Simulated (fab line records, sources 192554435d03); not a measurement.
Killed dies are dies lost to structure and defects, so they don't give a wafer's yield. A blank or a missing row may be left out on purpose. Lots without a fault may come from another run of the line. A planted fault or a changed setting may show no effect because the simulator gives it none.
Split-lot experiment | flow n5_finfet | 7 lots, 39 wafers read, on a route of 1938 steps

THE SPLIT
At N5_FIN_CUT_CUT_ETCH_15 (etches Si in HBr/Cl2/O2, target depth 100 nm, bt time 10 s, time 42.4 s), the setting target_depth_a was moved away from the recipe's 1000 angstrom on 15 of the 39 wafers read, by -4.4% to +12.5%. The other wafers ran this setting at the recipe's value.

The reading is taken at the split's own step.

THE READING
SOC_of_FIN_CUT_COAT_18.thk_nm (the simulator's own value, which no gauge read), in nm, at N5_FIN_CUT_CUT_ETCH_15 (etches Si in HBr/Cl2/O2, target depth 100 nm, bt time 10 s, time 42.4 s). The file gives no usual value for it. The 24 wafers here that ran the recipe average 170.2 nm, standard deviation 0.59 nm.

wafer  | tool, chamber at the split | target_depth_a as run, angstrom | against the recipe | SOC_of_FIN_CUT_COAT_18.thk_nm, nm | against lot-mates on the recipe
L081.1 | rie_si-03, 2               | 1000                            | recipe             | 170.4                             | -
L081.2 | rie_si-03, 0               | 1094                            | +9.4%              | 167.2                             | -3.3
L081.3 | rie_si-03, 3               | 1000                            | recipe             | 170                               | -
L081.4 | rie_si-03, 1               | 1094                            | +9.4%              | 167.4                             | -3.1
L081.5 | rie_si-03, 1               | 1000                            | recipe             | 171.2                             | -
L081.6 | rie_si-03, 0               | 1094                            | +9.4%              | 166                               | -4.5
L083.1 | rie_si-01, 2               | 964.3                           | -3.6%              | 170.6                             | +0.0
L083.2 | rie_si-01, 3               | 964.3                           | -3.6%              | 173                               | +2.4
L083.3 | rie_si-01, 1               | 1000                            | recipe             | 170.8                             | -
L083.4 | rie_si-01, 0               | 964.3                           | -3.6%              | 172.2                             | +1.6
L083.5 | rie_si-01, 2               | 1000                            | recipe             | 169.8                             | -
L083.6 | rie_si-01, 3               | 1000                            | recipe             | 171.2                             | -
L087.1 | rie_si-01, 3               | 1000                            | recipe             | 170.6                             | -
L087.2 | rie_si-01, 2               | 1000                            | recipe             | 169.4                             | -
L087.3 | rie_si-01, 1               | 1000                            | recipe             | 170                               | -
L087.4 | rie_si-01, 2               | 1000                            | recipe             | 169.8                             | -
L087.5 | rie_si-01, 1               | 1000                            | recipe             | 169.2                             | -
L087.6 | rie_si-01, 3               | 1000                            | recipe             | 170                               | -
L089.1 | rie_si-04, 3               | 956.2                           | -4.4%              | 171.2                             | +0.6
L089.2 | rie_si-04, 1               | 956.2                           | -4.4%              | 171.6                             | +1.0
L089.3 | rie_si-04, 0               | 1000                            | recipe             | 171.2                             | -
L089.4 | rie_si-04, 2               | 956.2                           | -4.4%              | 171                               | +0.4
L089.5 | rie_si-04, 2               | 1000                            | recipe             | 170.6                             | -
L089.6 | rie_si-04, 3               | 1000                            | recipe             | 170                               | -
L092.1 | rie_si-03, 1               | 1000                            | recipe             | 170.4                             | -
L092.2 | rie_si-03, 0               | 1125                            | +12.5%             | 165.8                             | -4.6
L092.3 | rie_si-03, 2               | 1125                            | +12.5%             | 166                               | -4.4
L092.4 | rie_si-03, 3               | 1000                            | recipe             | 170.2                             | -
L092.5 | rie_si-03, 0               | 1000                            | recipe             | 170.6                             | -
L092.6 | rie_si-03, 3               | 1125                            | +12.5%             | 164.6                             | -5.8
L094.2 | rie_si-03, 2               | 1000                            | recipe             | 169                               | -
L094.3 | rie_si-03, 3               | 1000                            | recipe             | 170                               | -
L094.4 | rie_si-03, 1               | 1000                            | recipe             | 170.2                             | -
L097.1 | rie_si-04, 3               | 1105                            | +10.5%             | 165.8                             | -4.4
L097.2 | rie_si-04, 2               | 1000                            | recipe             | 169.6                             | -
L097.3 | rie_si-04, 1               | 1105                            | +10.5%             | 166                               | -4.2
L097.4 | rie_si-04, 0               | 1000                            | recipe             | 170.2                             | -
L097.5 | rie_si-04, 0               | 1000                            | recipe             | 170.8                             | -
L097.6 | rie_si-04, 3               | 1105                            | +10.5%             | 165.4                             | -4.8

THE FIT
A straight line over all 39 wafers: SOC_of_FIN_CUT_COAT_18.thk_nm changes by -0.382 nm for each +1% of target_depth_a; r = -0.95; the points scatter about the line by 0.66 nm.
The same after taking each lot's own level away (the mean of its wafers on the recipe; 39 wafers): -0.381 nm for each +1%; r = -0.96; scatter 0.62 nm.
On that fit, the largest move of target_depth_a shifts the reading by 4.8 nm.
The lots' own levels span 169.73 to 170.60 nm, that is 1.5 times the standard deviation above.
So the lot-to-lot level changes the slope little: the two slopes agree.
Check: with one of the wafers moved furthest among these (+12.5%) left out of the fit, the line predicts -4.95 nm for it against its lot-mates. It came out at -4.6 nm against them.

THE WHOLE CHAIN: every reading that the file lists as answering this split, in the file's order
step                   | what it does                                                            | reading                                                                        | change (the file's fit)              | r (the file's)
N5_FIN_CUT_CUT_ETCH_15 | etches Si in HBr/Cl2/O2, target depth 100 nm, bt time 10 s, time 42.4 s | etch.depth_nm (the simulator's own value, which no gauge read)                 | +1.1 nm for each +1% of the setting  | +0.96
N5_FIN_CUT_CUT_ETCH_15 | etches Si in HBr/Cl2/O2, target depth 100 nm, bt time 10 s, time 42.4 s | FIN_CUT.feature_depth_nm (the simulator's own value, which no gauge read)      | +1.1 nm for each +1% of the setting  | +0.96
N5_FIN_CUT_CUT_ETCH_15 | etches Si in HBr/Cl2/O2, target depth 100 nm, bt time 10 s, time 42.4 s | SOC_of_FIN_CUT_COAT_18.thk_nm (the simulator's own value, which no gauge read) | -0.39 nm for each +1% of the setting | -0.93

THE FILE'S OWN FIT
SOC_of_FIN_CUT_COAT_18.thk_nm changes by -0.39 nm for each +1% of target_depth_a, r = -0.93.
